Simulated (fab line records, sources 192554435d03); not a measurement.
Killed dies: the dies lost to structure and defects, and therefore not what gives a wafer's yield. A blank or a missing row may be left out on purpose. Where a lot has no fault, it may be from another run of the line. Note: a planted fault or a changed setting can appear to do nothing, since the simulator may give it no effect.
fab line records || flow n5_finfet || part 2 of 2: steps 26 to 32 of 32
record: {"lots": 5, "wafers": 15, "last_day": 17}
route steps=1938 shown BEOL_M12@1610
lots untouched by any fault: they come from a run of this same line in which no faults occurred
start_h: hours from the record's opening day to when the first of the lot's shown wafers began || wait_h: hours from the lot's prior step to this one || " unchanged from the row above || L1.1+2: a single row standing in for several wafers || - no value present, or no start provided || * or withheld: withheld || < > ~ a bound
route shown NAME@n: NAME is a module with steps in the file, n the number in the route of the first one || usual: average and standard deviation across the fault-free wafers || same: alike in all rows || chamber/n: place in a boat || sites: readings site by site || _std_site: their standard deviation || _edge_site: outer sites' mean less inner sites' || radius_mm: how far each site lies from the wafer's centre || mask NAME#n: copy n || behind: the last tool/chamber to shape the wafer || hold: why the lot was held/for how many hours/how that ended || device: names the non-switching transistor (n, p or np) || end of line: the route-end tests of the same wafers || where a step has no rows: the recipe by itself || killed: dies lost to structure and defects at the first sort, not the wafer's yield || map: the dies of a wafer, with x for killed, . for not killed, _ for no die there
set.NAME: the setting the step ran with; set.NAME@STEP: the setting that earlier step ran with || model.NAME: the simulator's own value behind a step, which no gauge read
certain route steps with their lots: each step a table, each wafer a row
services: when a tool's chamber went out of use (start_h, in hours from the record's first day, below 0 if earlier), for how many hours, and the reason
== steps ==
step: N5_BEOL_M12_DESCUM_33
recipe: {"chemistry": "O2", "time_s": 7.9, "source_power_w": 50, "bias_power_w": 20, "pressure_mtorr": 20, "rf_frequency_hz": 2.712e+07, "temp_c": 40, "o2_flow_sccm": 225}
usual: {"drypump_motor_current_A": "5.7/0.48", "oes_product_au": "0.77/0.079", "rf_vpp_V": "243.5/1.1", "showerhead_plenum_p_Torr": "2.11/0.05", "throttle_valve_pct": "20.6/0.34"}
{"lot.wafer": "L077.1", "tool": "rie_diel-05", "chamber": 3, "start_h": 247.61, "wait_h": 0.0, "drypump_motor_current_A": 5.5, "oes_product_au": 0.78, "rf_hours_counter_h": 116, "rf_vpp_V": 244.7, "showerhead_plenum_p_Torr": 2.22, "throttle_valve_pct": 20.4}
{"lot.wafer": "L077.3", "tool": "rie_diel-05", "chamber": 2, "start_h": 247.61, "wait_h": 0.0, "drypump_motor_current_A": 4.9, "oes_product_au": 0.72, "rf_hours_counter_h": 210, "rf_vpp_V": 243.3, "showerhead_plenum_p_Torr": 2.16, "throttle_valve_pct": 20.2}
{"lot.wafer": "L077.4", "tool": "rie_diel-05", "chamber": 0, "start_h": 247.61, "wait_h": 0.0, "drypump_motor_current_A": 5.5, "oes_product_au": 0.77, "rf_hours_counter_h": 144, "rf_vpp_V": 244.1, "showerhead_plenum_p_Torr": 2.10, "throttle_valve_pct": 20.7}
{"lot.wafer": "L085.1", "tool": "rie_diel-06", "chamber": 1, "start_h": 296.94, "wait_h": 0.2, "drypump_motor_current_A": 5.7, "oes_product_au": 0.67, "rf_hours_counter_h": 247, "rf_vpp_V": 244.8, "showerhead_plenum_p_Torr": 2.16, "throttle_valve_pct": 20.7}
{"lot.wafer": "L085.3", "tool": "rie_diel-06", "chamber": 2, "start_h": 296.94, "wait_h": 0.2, "drypump_motor_current_A": 5.5, "oes_product_au": 0.74, "rf_hours_counter_h": 161, "rf_vpp_V": 242.4, "showerhead_plenum_p_Torr": 2.08, "throttle_valve_pct": 20.3}
{"lot.wafer": "L085.6", "tool": "rie_diel-06", "chamber": 2, "start_h": 296.94, "wait_h": 0.2, "drypump_motor_current_A": 5.5, "oes_product_au": 0.75, "rf_hours_counter_h": "-", "rf_vpp_V": 241.9, "showerhead_plenum_p_Torr": 2.08, "throttle_valve_pct": 20.3}
{"lot.wafer": "L094.4", "tool": "rie_diel-06", "chamber": 1, "start_h": 347.76, "wait_h": 0.1, "drypump_motor_current_A": 5.7, "oes_product_au": 0.93, "rf_hours_counter_h": 9, "rf_vpp_V": 245.7, "showerhead_plenum_p_Torr": 2.15, "throttle_valve_pct": 20.3}
{"lot.wafer": "L094.5", "tool": "rie_diel-06", "chamber": 1, "start_h": 347.76, "wait_h": 0.1, "drypump_motor_current_A": 5.7, "oes_product_au": 0.94, "rf_hours_counter_h": "-", "rf_vpp_V": 244.1, "showerhead_plenum_p_Torr": 2.15, "throttle_valve_pct": 20.3}
{"lot.wafer": "L094.6", "tool": "rie_diel-06", "chamber": 2, "start_h": 347.76, "wait_h": 0.1, "drypump_motor_current_A": 5.5, "oes_product_au": 0.72, "rf_hours_counter_h": "-", "rf_vpp_V": 243.0, "showerhead_plenum_p_Torr": 2.07, "throttle_valve_pct": 20.3}
{"lot.wafer": "L095.1", "tool": "rie_diel-05", "chamber": 1, "start_h": 353.34, "wait_h": 0.0, "drypump_motor_current_A": 6.2, "oes_product_au": 0.77, "rf_hours_counter_h": 151, "rf_vpp_V": 242.4, "showerhead_plenum_p_Torr": 2.10, "throttle_valve_pct": 20.7}
{"lot.wafer": "L095.4", "tool": "rie_diel-05", "chamber": 1, "start_h": 353.34, "wait_h": 0.0, "drypump_motor_current_A": 6.2, "oes_product_au": 0.77, "rf_hours_counter_h": "-", "rf_vpp_V": 243.0, "showerhead_plenum_p_Torr": 2.10, "throttle_valve_pct": 20.7}
{"lot.wafer": "L095.6", "tool": "rie_diel-05", "chamber": 0, "start_h": 353.34, "wait_h": 0.0, "drypump_motor_current_A": 5.5, "oes_product_au": 0.73, "rf_hours_counter_h": "-", "rf_vpp_V": 241.5, "showerhead_plenum_p_Torr": 2.09, "throttle_valve_pct": 20.8}
{"lot.wafer": "L097.2", "tool": "rie_diel-06", "chamber": 0, "start_h": 367.73, "wait_h": 0.0, "drypump_motor_current_A": 6.4, "oes_product_au": 0.95, "rf_hours_counter_h": 8, "rf_vpp_V": 243.1, "showerhead_plenum_p_Torr": 2.06, "throttle_valve_pct": 20.4}
{"lot.wafer": "L097.4", "tool": "rie_diel-06", "chamber": 2, "start_h": 367.73, "wait_h": 0.0, "drypump_motor_current_A": 5.5, "oes_product_au": 0.71, "rf_hours_counter_h": 191, "rf_vpp_V": 242.8, "showerhead_plenum_p_Torr": 2.07, "throttle_valve_pct": 20.4}
{"lot.wafer": "L097.6", "tool": "rie_diel-06", "chamber": 2, "start_h": 367.73, "wait_h": 0.0, "drypump_motor_current_A": 5.5, "oes_product_au": 0.71, "rf_hours_counter_h": "-", "rf_vpp_V": 243.0, "showerhead_plenum_p_Torr": 2.07, "throttle_valve_pct": 20.4}
step: N5_BEOL_M12_ETCH_67
recipe: {"chemistry": "CF4", "target": "SiARC", "target_depth_a": 1430, "time_s": 238.3, "ion_energy_ev": 80, "pressure_mtorr": 40, "source_w": 545, "bias_w": 36, "Ar_flow_sccm": 100, "cf4_flow_sccm": 100, "ends": "cleared"}
usual: {"drypump_motor_current_A": "5.7/0.48", "etch_rf_on_time_s": "237/5", "oes_product_au": "0.66/0.069", "rf_vpp_V": "184.1/0.97", "showerhead_plenum_p_Torr": "2.16/0.042", "throttle_valve_pct": "15.7/0.31"}
{"lot.wafer": "L077.1", "tool": "rie_diel-05", "chamber": 3, "start_h": 247.64, "wait_h": 0.0, "drypump_motor_current_A": 5.5, "etch_rf_on_time_s": 244, "oes_product_au": 0.66, "rf_hours_counter_h": 116, "rf_vpp_V": 184.5, "showerhead_plenum_p_Torr": 2.23, "throttle_valve_pct": 15.4}
{"lot.wafer": "L077.3", "tool": "rie_diel-05", "chamber": 2, "start_h": 247.64, "wait_h": 0.0, "drypump_motor_current_A": 4.9, "etch_rf_on_time_s": 244, "oes_product_au": 0.60, "rf_hours_counter_h": 210, "rf_vpp_V": 184.6, "showerhead_plenum_p_Torr": 2.20, "throttle_valve_pct": 15.5}
{"lot.wafer": "L077.4", "tool": "rie_diel-05", "chamber": 0, "start_h": 247.64, "wait_h": 0.0, "drypump_motor_current_A": 5.5, "etch_rf_on_time_s": 232, "oes_product_au": 0.65, "rf_hours_counter_h": 144, "rf_vpp_V": 181.5, "showerhead_plenum_p_Torr": 2.15, "throttle_valve_pct": 15.9}
{"lot.wafer": "L085.1", "tool": "rie_diel-06", "chamber": 1, "start_h": 296.97, "wait_h": 0.0, "drypump_motor_current_A": 5.7, "etch_rf_on_time_s": 234, "oes_product_au": 0.58, "rf_hours_counter_h": 247, "rf_vpp_V": 183.5, "showerhead_plenum_p_Torr": 2.19, "throttle_valve_pct": 15.9}
{"lot.wafer": "L085.3", "tool": "rie_diel-06", "chamber": 2, "start_h": 296.97, "wait_h": 0.0, "drypump_motor_current_A": 5.5, "etch_rf_on_time_s": 241, "oes_product_au": 0.63, "rf_hours_counter_h": 161, "rf_vpp_V": 184.7, "showerhead_plenum_p_Torr": 2.14, "throttle_valve_pct": 15.6}
{"lot.wafer": "L085.6", "tool": "rie_diel-06", "chamber": 2, "start_h": 296.97, "wait_h": 0.0, "drypump_motor_current_A": 5.5, "etch_rf_on_time_s": 240, "oes_product_au": 0.64, "rf_hours_counter_h": "-", "rf_vpp_V": 184.1, "showerhead_plenum_p_Torr": 2.14, "throttle_valve_pct": 15.6}
{"lot.wafer": "L094.4", "tool": "rie_diel-06", "chamber": 1, "start_h": 347.79, "wait_h": 0.0, "drypump_motor_current_A": 5.7, "etch_rf_on_time_s": 230, "oes_product_au": 0.81, "rf_hours_counter_h": 9, "rf_vpp_V": 183.7, "showerhead_plenum_p_Torr": 2.19, "throttle_valve_pct": 15.4}
{"lot.wafer": "L094.5", "tool": "rie_diel-06", "chamber": 1, "start_h": 347.79, "wait_h": 0.0, "drypump_motor_current_A": 5.7, "etch_rf_on_time_s": 228, "oes_product_au": 0.82, "rf_hours_counter_h": "-", "rf_vpp_V": 183.4, "showerhead_plenum_p_Torr": 2.19, "throttle_valve_pct": 15.4}
{"lot.wafer": "L094.6", "tool": "rie_diel-06", "chamber": 2, "start_h": 347.79, "wait_h": 0.0, "drypump_motor_current_A": 5.5, "etch_rf_on_time_s": 244, "oes_product_au": 0.61, "rf_hours_counter_h": "-", "rf_vpp_V": 184.9, "showerhead_plenum_p_Torr": 2.13, "throttle_valve_pct": 15.7}
{"lot.wafer": "L095.1", "tool": "rie_diel-05", "chamber": 1, "start_h": 353.37, "wait_h": 0.0, "drypump_motor_current_A": 6.2, "etch_rf_on_time_s": 239, "oes_product_au": 0.66, "rf_hours_counter_h": 151, "rf_vpp_V": 184.9, "showerhead_plenum_p_Torr": 2.15, "throttle_valve_pct": 15.8}
{"lot.wafer": "L095.4", "tool": "rie_diel-05", "chamber": 1, "start_h": 353.37, "wait_h": 0.0, "drypump_motor_current_A": 6.2, "etch_rf_on_time_s": 237, "oes_product_au": 0.66, "rf_hours_counter_h": "-", "rf_vpp_V": 182.2, "showerhead_plenum_p_Torr": 2.15, "throttle_valve_pct": 15.8}
{"lot.wafer": "L095.6", "tool": "rie_diel-05", "chamber": 0, "start_h": 353.37, "wait_h": 0.0, "drypump_motor_current_A": 5.5, "etch_rf_on_time_s": 235, "oes_product_au": 0.62, "rf_hours_counter_h": "-", "rf_vpp_V": 184.0, "showerhead_plenum_p_Torr": 2.13, "throttle_valve_pct": 16.0}
{"lot.wafer": "L097.2", "tool": "rie_diel-06", "chamber": 0, "start_h": 367.77, "wait_h": 0.0, "drypump_motor_current_A": 6.4, "etch_rf_on_time_s": 239, "oes_product_au": 0.82, "rf_hours_counter_h": 8, "rf_vpp_V": 184.1, "showerhead_plenum_p_Torr": 2.10, "throttle_valve_pct": 15.5}
{"lot.wafer": "L097.4", "tool": "rie_diel-06", "chamber": 2, "start_h": 367.77, "wait_h": 0.0, "drypump_motor_current_A": 5.5, "etch_rf_on_time_s": 243, "oes_product_au": 0.60, "rf_hours_counter_h": 191, "rf_vpp_V": 183.7, "showerhead_plenum_p_Torr": 2.13, "throttle_valve_pct": 15.7}
{"lot.wafer": "L097.6", "tool": "rie_diel-06", "chamber": 2, "start_h": 367.77, "wait_h": 0.0, "drypump_motor_current_A": 5.5, "etch_rf_on_time_s": 243, "oes_product_au": 0.60, "rf_hours_counter_h": "-", "rf_vpp_V": 185.0, "showerhead_plenum_p_Torr": 2.13, "throttle_valve_pct": 15.7}
step: N5_BEOL_M12_ETCH_68
recipe: {"chemistry": "N2/H2", "target": "SOC", "mask_material": "SiARC", "source_w": 3000, "bias_w": 350, "temp_c": 40, "time_s": 285, "ion_energy_ev": 200, "pressure_mtorr": 30, "n2_flow_sccm": 200, "h2_flow_sccm": 200}
usual: {"drypump_motor_current_A": "5.7/0.47", "oes_product_au": "0.77/0.081", "rf_vpp_V": "524.3/1.7", "showerhead_plenum_p_Torr": "2.56/0.061", "throttle_valve_pct": "17.87/0.28"}
{"lot.wafer": "L077.1", "tool": "rie_diel-05", "chamber": 3, "start_h": 247.79, "wait_h": 0.1, "drypump_motor_current_A": 5.5, "oes_product_au": 0.79, "rf_hours_counter_h": 116, "rf_vpp_V": 527.0, "showerhead_plenum_p_Torr": 2.65, "throttle_valve_pct": 17.57}
{"lot.wafer": "L077.3", "tool": "rie_diel-05", "chamber": 2, "start_h": 247.79, "wait_h": 0.1, "drypump_motor_current_A": 4.9, "oes_product_au": 0.72, "rf_hours_counter_h": 210, "rf_vpp_V": 525.7, "showerhead_plenum_p_Torr": 2.63, "throttle_valve_pct": 17.62}
{"lot.wafer": "L077.4", "tool": "rie_diel-05", "chamber": 0, "start_h": 247.79, "wait_h": 0.1, "drypump_motor_current_A": 5.5, "oes_product_au": 0.76, "rf_hours_counter_h": 144, "rf_vpp_V": 523.3, "showerhead_plenum_p_Torr": 2.53, "throttle_valve_pct": 17.87}
{"lot.wafer": "L085.1", "tool": "rie_diel-06", "chamber": 1, "start_h": 297.12, "wait_h": 0.1, "drypump_motor_current_A": 5.7, "oes_product_au": 0.67, "rf_hours_counter_h": 247, "rf_vpp_V": 524.6, "showerhead_plenum_p_Torr": 2.60, "throttle_valve_pct": 17.84}
{"lot.wafer": "L085.3", "tool": "rie_diel-06", "chamber": 2, "start_h": 297.12, "wait_h": 0.1, "drypump_motor_current_A": 5.5, "oes_product_au": 0.74, "rf_hours_counter_h": 161, "rf_vpp_V": 524.4, "showerhead_plenum_p_Torr": 2.54, "throttle_valve_pct": 17.79}
{"lot.wafer": "L085.6", "tool": "rie_diel-06", "chamber": 2, "start_h": 297.12, "wait_h": 0.1, "drypump_motor_current_A": 5.5, "oes_product_au": 0.74, "rf_hours_counter_h": "-", "rf_vpp_V": 521.9, "showerhead_plenum_p_Torr": 2.54, "throttle_valve_pct": 17.79}
{"lot.wafer": "L094.4", "tool": "rie_diel-06", "chamber": 1, "start_h": 347.94, "wait_h": 0.1, "drypump_motor_current_A": 5.7, "oes_product_au": 0.95, "rf_hours_counter_h": 9, "rf_vpp_V": 525.7, "showerhead_plenum_p_Torr": 2.60, "throttle_valve_pct": 17.43}
{"lot.wafer": "L094.5", "tool": "rie_diel-06", "chamber": 1, "start_h": 347.94, "wait_h": 0.1, "drypump_motor_current_A": 5.7, "oes_product_au": 0.95, "rf_hours_counter_h": "-", "rf_vpp_V": 526.1, "showerhead_plenum_p_Torr": 2.60, "throttle_valve_pct": 17.43}
{"lot.wafer": "L094.6", "tool": "rie_diel-06", "chamber": 2, "start_h": 347.94, "wait_h": 0.1, "drypump_motor_current_A": 5.5, "oes_product_au": 0.71, "rf_hours_counter_h": "-", "rf_vpp_V": 523.7, "showerhead_plenum_p_Torr": 2.53, "throttle_valve_pct": 17.83}
{"lot.wafer": "L095.1", "tool": "rie_diel-05", "chamber": 1, "start_h": 353.52, "wait_h": 0.1, "drypump_motor_current_A": 6.2, "oes_product_au": 0.77, "rf_hours_counter_h": 151, "rf_vpp_V": 523.6, "showerhead_plenum_p_Torr": 2.54, "throttle_valve_pct": 18.01}
{"lot.wafer": "L095.4", "tool": "rie_diel-05", "chamber": 1, "start_h": 353.52, "wait_h": 0.1, "drypump_motor_current_A": 6.2, "oes_product_au": 0.76, "rf_hours_counter_h": "-", "rf_vpp_V": 522.5, "showerhead_plenum_p_Torr": 2.54, "throttle_valve_pct": 18.02}
{"lot.wafer": "L095.6", "tool": "rie_diel-05", "chamber": 0, "start_h": 353.52, "wait_h": 0.1, "drypump_motor_current_A": 5.5, "oes_product_au": 0.72, "rf_hours_counter_h": "-", "rf_vpp_V": 522.9, "showerhead_plenum_p_Torr": 2.52, "throttle_valve_pct": 17.97}
{"lot.wafer": "L097.2", "tool": "rie_diel-06", "chamber": 0, "start_h": 367.91, "wait_h": 0.1, "drypump_motor_current_A": 6.4, "oes_product_au": 0.95, "rf_hours_counter_h": 8, "rf_vpp_V": 522.9, "showerhead_plenum_p_Torr": 2.49, "throttle_valve_pct": 17.76}
{"lot.wafer": "L097.4", "tool": "rie_diel-06", "chamber": 2, "start_h": 367.91, "wait_h": 0.1, "drypump_motor_current_A": 5.5, "oes_product_au": 0.70, "rf_hours_counter_h": 191, "rf_vpp_V": 524.3, "showerhead_plenum_p_Torr": 2.53, "throttle_valve_pct": 17.85}
{"lot.wafer": "L097.6", "tool": "rie_diel-06", "chamber": 2, "start_h": 367.91, "wait_h": 0.1, "drypump_motor_current_A": 5.5, "oes_product_au": 0.71, "rf_hours_counter_h": "-", "rf_vpp_V": 522.9, "showerhead_plenum_p_Torr": 2.53, "throttle_valve_pct": 17.85}
step: N5_BEOL_M12_STRIP_69
recipe: {"chemistry": "N2/H2", "temp_c": 40, "n2_flow_sccm": 200, "h2_flow_sccm": 200, "rf_frequency_hz": 6e+07}
{"lot.wafer": "L077.1+3+4", "tool": "rie_diel-05", "chamber": "3,2,0", "start_h": 247.96, "wait_h": 0.1}
{"lot.wafer": "L085.1+3+6", "tool": "rie_diel-06", "chamber": "1,2,2", "start_h": 297.29, "wait_h": 0.1}
{"lot.wafer": "L094.4+5+6", "tool": "rie_diel-06", "chamber": "1,1,2", "start_h": 348.11, "wait_h": 0.1}
{"lot.wafer": "L095.1+4+6", "tool": "rie_diel-05", "chamber": "1,1,0", "start_h": 353.69, "wait_h": 0.1}
{"lot.wafer": "L097.2+4+6", "tool": "rie_diel-06", "chamber": "0,2,2", "start_h": 368.09, "wait_h": 0.1}
step: N5_BEOL_M12_TRENCH_ETCH_34
recipe: {"chemistry": "C4F8/O2/Ar", "target": "SiOC", "target_depth_a": 3189.5, "mask_material": "SOC", "pressure_mtorr": 30, "source_w": 3000, "bias_w": 700, "Ar_flow_sccm": 400, "C4F8_flow_sccm": 15, "O2_flow_sccm": 8, "he_inner_torr": 15, "he_outer_torr": 30, "time_s": 125.5, "ion_energy_ev": 250}
usual: {"drypump_motor_current_A": "5.7/0.48", "he_outer_torr": "30.01/0.06", "oes_product_au": "0.77/0.08", "rf_vpp_V": "666.1/2.3", "showerhead_plenum_p_Torr": "3.44/0.061", "throttle_valve_pct": "24.3/0.35"}
{"lot.wafer": "L077.1", "tool": "rie_diel-05", "chamber": 3, "start_h": 247.97, "wait_h": 0.0, "drypump_motor_current_A": 5.5, "he_outer_torr": 30.00, "oes_product_au": 0.79, "rf_hours_counter_h": 116, "rf_vpp_V": 671.4, "showerhead_plenum_p_Torr": 3.56, "throttle_valve_pct": 24.0}
{"lot.wafer": "L077.3", "tool": "rie_diel-05", "chamber": 2, "start_h": 247.97, "wait_h": 0.0, "drypump_motor_current_A": 4.9, "he_outer_torr": 29.97, "oes_product_au": 0.71, "rf_hours_counter_h": 210, "rf_vpp_V": 667.6, "showerhead_plenum_p_Torr": 3.51, "throttle_valve_pct": 23.8}
{"lot.wafer": "L077.4", "tool": "rie_diel-05", "chamber": 0, "start_h": 247.97, "wait_h": 0.0, "drypump_motor_current_A": 5.5, "he_outer_torr": 30.07, "oes_product_au": 0.76, "rf_hours_counter_h": 144, "rf_vpp_V": 665.5, "showerhead_plenum_p_Torr": 3.44, "throttle_valve_pct": 24.6}
{"lot.wafer": "L085.1", "tool": "rie_diel-06", "chamber": 1, "start_h": 297.30, "wait_h": 0.0, "drypump_motor_current_A": 5.7, "he_outer_torr": 29.96, "oes_product_au": 0.67, "rf_hours_counter_h": 248, "rf_vpp_V": 667.4, "showerhead_plenum_p_Torr": 3.48, "throttle_valve_pct": 24.2}
{"lot.wafer": "L085.3", "tool": "rie_diel-06", "chamber": 2, "start_h": 297.30, "wait_h": 0.0, "drypump_motor_current_A": 5.5, "he_outer_torr": 30.01, "oes_product_au": 0.73, "rf_hours_counter_h": 162, "rf_vpp_V": 664.2, "showerhead_plenum_p_Torr": 3.41, "throttle_valve_pct": 24.2}
{"lot.wafer": "L085.6", "tool": "rie_diel-06", "chamber": 2, "start_h": 297.30, "wait_h": 0.0, "drypump_motor_current_A": 5.5, "he_outer_torr": 30.12, "oes_product_au": 0.73, "rf_hours_counter_h": "-", "rf_vpp_V": 663.7, "showerhead_plenum_p_Torr": 3.41, "throttle_valve_pct": 24.2}
{"lot.wafer": "L094.4", "tool": "rie_diel-06", "chamber": 1, "start_h": 348.12, "wait_h": 0.0, "drypump_motor_current_A": 5.7, "he_outer_torr": 30.05, "oes_product_au": 0.95, "rf_hours_counter_h": 9, "rf_vpp_V": 666.5, "showerhead_plenum_p_Torr": 3.47, "throttle_valve_pct": 23.9}
{"lot.wafer": "L094.5", "tool": "rie_diel-06", "chamber": 1, "start_h": 348.12, "wait_h": 0.0, "drypump_motor_current_A": 5.7, "he_outer_torr": 30.00, "oes_product_au": 0.94, "rf_hours_counter_h": "-", "rf_vpp_V": 667.1, "showerhead_plenum_p_Torr": 3.47, "throttle_valve_pct": 23.9}
{"lot.wafer": "L094.6", "tool": "rie_diel-06", "chamber": 2, "start_h": 348.12, "wait_h": 0.0, "drypump_motor_current_A": 5.5, "he_outer_torr": 30.00, "oes_product_au": 0.71, "rf_hours_counter_h": "-", "rf_vpp_V": 664.4, "showerhead_plenum_p_Torr": 3.40, "throttle_valve_pct": 24.2}
{"lot.wafer": "L095.1", "tool": "rie_diel-05", "chamber": 1, "start_h": 353.70, "wait_h": 0.0, "drypump_motor_current_A": 6.2, "he_outer_torr": 30.06, "oes_product_au": 0.75, "rf_hours_counter_h": 151, "rf_vpp_V": 665.4, "showerhead_plenum_p_Torr": 3.43, "throttle_valve_pct": 24.5}
{"lot.wafer": "L095.4", "tool": "rie_diel-05", "chamber": 1, "start_h": 353.70, "wait_h": 0.0, "drypump_motor_current_A": 6.2, "he_outer_torr": 30.02, "oes_product_au": 0.76, "rf_hours_counter_h": "-", "rf_vpp_V": 665.7, "showerhead_plenum_p_Torr": 3.43, "throttle_valve_pct": 24.5}
{"lot.wafer": "L095.6", "tool": "rie_diel-05", "chamber": 0, "start_h": 353.70, "wait_h": 0.0, "drypump_motor_current_A": 5.5, "he_outer_torr": 30.03, "oes_product_au": 0.72, "rf_hours_counter_h": "-", "rf_vpp_V": 663.6, "showerhead_plenum_p_Torr": 3.42, "throttle_valve_pct": 24.6}
{"lot.wafer": "L097.2", "tool": "rie_diel-06", "chamber": 0, "start_h": 368.10, "wait_h": 0.0, "drypump_motor_current_A": 6.4, "he_outer_torr": 30.02, "oes_product_au": 0.95, "rf_hours_counter_h": 8, "rf_vpp_V": 664.3, "showerhead_plenum_p_Torr": 3.35, "throttle_valve_pct": 24.2}
{"lot.wafer": "L097.4", "tool": "rie_diel-06", "chamber": 2, "start_h": 368.10, "wait_h": 0.0, "drypump_motor_current_A": 5.5, "he_outer_torr": 30.05, "oes_product_au": 0.70, "rf_hours_counter_h": 192, "rf_vpp_V": 665.0, "showerhead_plenum_p_Torr": 3.40, "throttle_valve_pct": 24.2}
{"lot.wafer": "L097.6", "tool": "rie_diel-06", "chamber": 2, "start_h": 368.10, "wait_h": 0.0, "drypump_motor_current_A": 5.5, "he_outer_torr": 30.04, "oes_product_au": 0.71, "rf_hours_counter_h": "-", "rf_vpp_V": 663.8, "showerhead_plenum_p_Torr": 3.40, "throttle_valve_pct": 24.2}
step: N5_BEOL_M12_STRIP_70
recipe: {"chemistry": "C4F8/O2/Ar", "resist": "SiARC", "rf_frequency_hz": 6e+07}
{"lot.wafer": "L077.1+3+4", "tool": "rie_diel-05", "chamber": "3,2,0", "start_h": 248.09, "wait_h": 0.1}
{"lot.wafer": "L085.1+3+6", "tool": "rie_diel-06", "chamber": "1,2,2", "start_h": 297.41, "wait_h": 0.1}
{"lot.wafer": "L094.4+5+6", "tool": "rie_diel-06", "chamber": "1,1,2", "start_h": 348.23, "wait_h": 0.1}
{"lot.wafer": "L095.1+4+6", "tool": "rie_diel-05", "chamber": "1,1,0", "start_h": 353.81, "wait_h": 0.1}
{"lot.wafer": "L097.2+4+6", "tool": "rie_diel-06", "chamber": "0,2,2", "start_h": 368.21, "wait_h": 0.1}
step: N5_BEOL_M12_OCD_MEAS_35
usual: {"trench_depth_nm": "316/4.5"}
{"lot.wafer": "L077.1", "tool": "ocd-01", "chamber": "-", "start_h": 248.13, "wait_h": 0.0, "trench_depth_nm": 313}
{"lot.wafer": "L077.3", "tool": "ocd-01", "chamber": "-", "start_h": 248.13, "wait_h": 0.0, "trench_depth_nm": 316}
{"lot.wafer": "L077.4", "tool": "ocd-01", "chamber": "-", "start_h": 248.13, "wait_h": 0.0, "trench_depth_nm": 322}
{"lot.wafer": "L085.1", "tool": "ocd-01", "chamber": "-", "start_h": 297.45, "wait_h": 0.0, "trench_depth_nm": 314}
{"lot.wafer": "L085.3", "tool": "ocd-01", "chamber": "-", "start_h": 297.45, "wait_h": 0.0, "trench_depth_nm": 314}
{"lot.wafer": "L085.6", "tool": "ocd-01", "chamber": "-", "start_h": 297.45, "wait_h": 0.0, "trench_depth_nm": 314}
{"lot.wafer": "L094.4", "tool": "ocd-02", "chamber": "-", "start_h": 348.28, "wait_h": 0.0, "trench_depth_nm": 319}
{"lot.wafer": "L094.5", "tool": "ocd-02", "chamber": "-", "start_h": 348.28, "wait_h": 0.0, "trench_depth_nm": 319}
{"lot.wafer": "L094.6", "tool": "ocd-02", "chamber": "-", "start_h": 348.28, "wait_h": 0.0, "trench_depth_nm": 310}
{"lot.wafer": "L095.1", "tool": "ocd-01", "chamber": "-", "start_h": 353.85, "wait_h": 0.0, "trench_depth_nm": 313}
{"lot.wafer": "L095.4", "tool": "ocd-01", "chamber": "-", "start_h": 353.85, "wait_h": 0.0, "trench_depth_nm": 312}
{"lot.wafer": "L095.6", "tool": "ocd-01", "chamber": "-", "start_h": 353.85, "wait_h": 0.0, "trench_depth_nm": 318}
{"lot.wafer": "L097.2", "tool": "ocd-01", "chamber": "-", "start_h": 368.25, "wait_h": 0.0, "trench_depth_nm": 314}
{"lot.wafer": "L097.4", "tool": "ocd-01", "chamber": "-", "start_h": 368.25, "wait_h": 0.0, "trench_depth_nm": 309}
{"lot.wafer": "L097.6", "tool": "ocd-01", "chamber": "-", "start_h": 368.25, "wait_h": 0.0, "trench_depth_nm": 311}
== services ==
{"tool": "rie_diel-02", "chamber": 2, "start_h": 226.34, "hours": 13.2, "kind": "repair"}
{"tool": "rie_diel-06", "chamber": 1, "start_h": 233.21, "hours": 4.6, "kind": "repair"}
{"tool": "krf_scanner-01", "chamber": "-", "start_h": 235.01, "hours": 1.0, "kind": "pm"}
{"tool": "krf_scanner-02", "chamber": "-", "start_h": 236.83, "hours": 1.0, "kind": "pm"}
{"tool": "rie_diel-06", "chamber": "-", "start_h": 242.52, "hours": 0.3, "kind": "repair"}
{"tool": "rie_diel-02", "chamber": 1, "start_h": 251.75, "hours": "-", "kind": "clean"}
{"tool": "plasma_asher-01", "chamber": "-", "start_h": 265.42, "hours": 1.4, "kind": "repair"}
{"tool": "rie_diel-06", "chamber": 0, "start_h": 289.58, "hours": 6.3, "kind": "repair"}
{"tool": "krf_scanner-01", "chamber": "-", "start_h": 291.97, "hours": 0.8, "kind": "pm"}
{"tool": "rie_diel-05", "chamber": 3, "start_h": 300.97, "hours": 6.5, "kind": "repair"}
{"tool": "rie_diel-06", "chamber": 1, "start_h": 305.30, "hours": "-", "kind": "clean"}
{"tool": "rie_diel-06", "chamber": 1, "start_h": 305.30, "hours": "-", "kind": "consumable_replace:focus_ring"}
{"tool": "rie_diel-06", "chamber": 1, "start_h": 305.30, "hours": 21.1, "kind": "scheduled_down"}
{"tool": "rie_diel-06", "chamber": 1, "start_h": 305.30, "hours": 21.1, "kind": "vent_cycle"}
{"tool": "rie_diel-02", "chamber": 0, "start_h": 313.14, "hours": 13.1, "kind": "repair"}
{"tool": "plasma_asher-01", "chamber": "-", "start_h": 316.74, "hours": 2.5, "kind": "repair"}
{"tool": "krf_scanner-02", "chamber": "-", "start_h": 317.40, "hours": 4.4, "kind": "pm"}
{"tool": "rie_diel-06", "chamber": 0, "start_h": 326.61, "hours": "-", "kind": "clean"}
{"tool": "rie_diel-06", "chamber": 0, "start_h": 326.61, "hours": "-", "kind": "consumable_replace:focus_ring"}
{"tool": "rie_diel-06", "chamber": 0, "start_h": 326.61, "hours": 19.2, "kind": "scheduled_down"}
{"tool": "rie_diel-06", "chamber": 0, "start_h": 326.61, "hours": 19.2, "kind": "vent_cycle"}
{"tool": "plasma_asher-01", "chamber": "-", "start_h": 330.66, "hours": 14.6, "kind": "pm"}
{"tool": "krf_scanner-02", "chamber": "-", "start_h": 340.69, "hours": 0.8, "kind": "pm"}
{"tool": "wet_bench-02", "chamber": "-", "start_h": 366.72, "hours": 0.5, "kind": "repair"}
